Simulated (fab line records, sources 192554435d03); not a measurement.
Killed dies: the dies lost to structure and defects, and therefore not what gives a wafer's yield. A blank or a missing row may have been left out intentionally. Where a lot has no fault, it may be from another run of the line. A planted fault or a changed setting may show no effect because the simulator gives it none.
Chamber matching | flow n5_finfet | N5_BEOL_M2_PECVD_72 on pecvd-04 has 3 sister chambers
The step deposits SiO2 from TEOS/O2, target thk 16 nm, time 18 s. 3 wafers are shown with their chamber, then 7 later ones without.

## WAFERS, EACH WITH ITS CHAMBER
wafer  | chamber | showerhead_plenum_p_Torr (Torr)
L776.2 | 0       | 8.75
L776.3 | 1       | 8.97
L778.5 | 2       | 8.79

## WAFERS WITH NO CHAMBER GIVEN
wafer  | showerhead_plenum_p_Torr (Torr)
L778.6 | 8.95
L782.1 | 8.97
L782.2 | 8.74
L782.4 | 8.76
L783.4 | 8.79
L783.5 | 8.75
L783.6 | 8.98

## CHAMBER TAKEN BY EACH
wafer  | from the rows above     | in truth
L778.6 | 1                       | 1
L782.1 | 1                       | 1
L782.2 | 0                       | 0
L782.4 | can't be placed: 0 or 2 | 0
L783.4 | 2                       | 2
L783.5 | 0                       | 0
L783.6 | 1                       | 1
Correctly placed: 6 of 7. Unplaceable from these rows: 1, with the true chamber sitting among the candidates in 1. Wrongly placed: 0.
How it was worked out, from the rows above alone: a wafer's distance from a chamber is the root of the sum, over the readings, of the square of ((its reading less the chamber's mean) divided by the reading's scatter). The wafer belongs to the nearest chamber; if the next one is less than 2 further off, it can't be placed. For every chamber, the mean is computed from those of its wafers that are shown. The scatter (one wafer shown for each chamber): square how far every hidden wafer sits from the nearest shown wafer, average those squares and take the square root.
